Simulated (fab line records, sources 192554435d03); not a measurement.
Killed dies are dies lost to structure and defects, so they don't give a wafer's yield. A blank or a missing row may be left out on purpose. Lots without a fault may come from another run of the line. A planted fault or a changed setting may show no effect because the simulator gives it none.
Chamber matching | flow n5_finfet | N5_BEOL_M0_SAQP_DESCUM_19 on rie_diel-06: 4 sister chambers
The step chemistry O2, time 7.9 s. 4 wafers are shown with their chamber, then 7 later ones without.

WAFERS WITH THEIR CHAMBER
wafer  | chamber | drypump_motor_current_A (A)
L076.5 | 1       | 6.7
L087.1 | 3       | 5.9
L093.3 | 0       | 5.8
L093.4 | 2       | 5.6

WAFERS WITHOUT THEIR CHAMBER
wafer  | drypump_motor_current_A (A)
L093.6 | 5.8
L094.1 | 5.7
L094.4 | 5.8
L094.6 | 5.8
L097.2 | 5.6
L097.3 | 5.8
L097.6 | 6.6

WHICH CHAMBER EACH WENT THROUGH
wafer  | from the rows above          | in truth
L093.6 | can't be placed: 0 or 3      | 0
L094.1 | can't be placed: 0 or 2 or 3 | 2
L094.4 | can't be placed: 0 or 3      | 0
L094.6 | can't be placed: 0 or 3      | 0
L097.2 | 2                            | 2
L097.3 | can't be placed: 0 or 3      | 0
L097.6 | 1                            | 1
Placed correctly: 2 of 7. Can't be placed from these rows: 5 (the true chamber is among the candidates in 5). Placed wrongly: 0.
How it was worked out, from the rows above alone: a wafer's distance from a chamber is the root of the sum, over the readings, of the square of ((its reading less the chamber's mean) divided by the reading's scatter). The wafer belongs to the nearest chamber; if the next one is less than 2 further off, it can't be placed. A chamber's mean is the mean of its shown wafers. The scatter: with one shown wafer a chamber, the root of the mean of the squares of how far each hidden wafer lies from its nearest shown one.
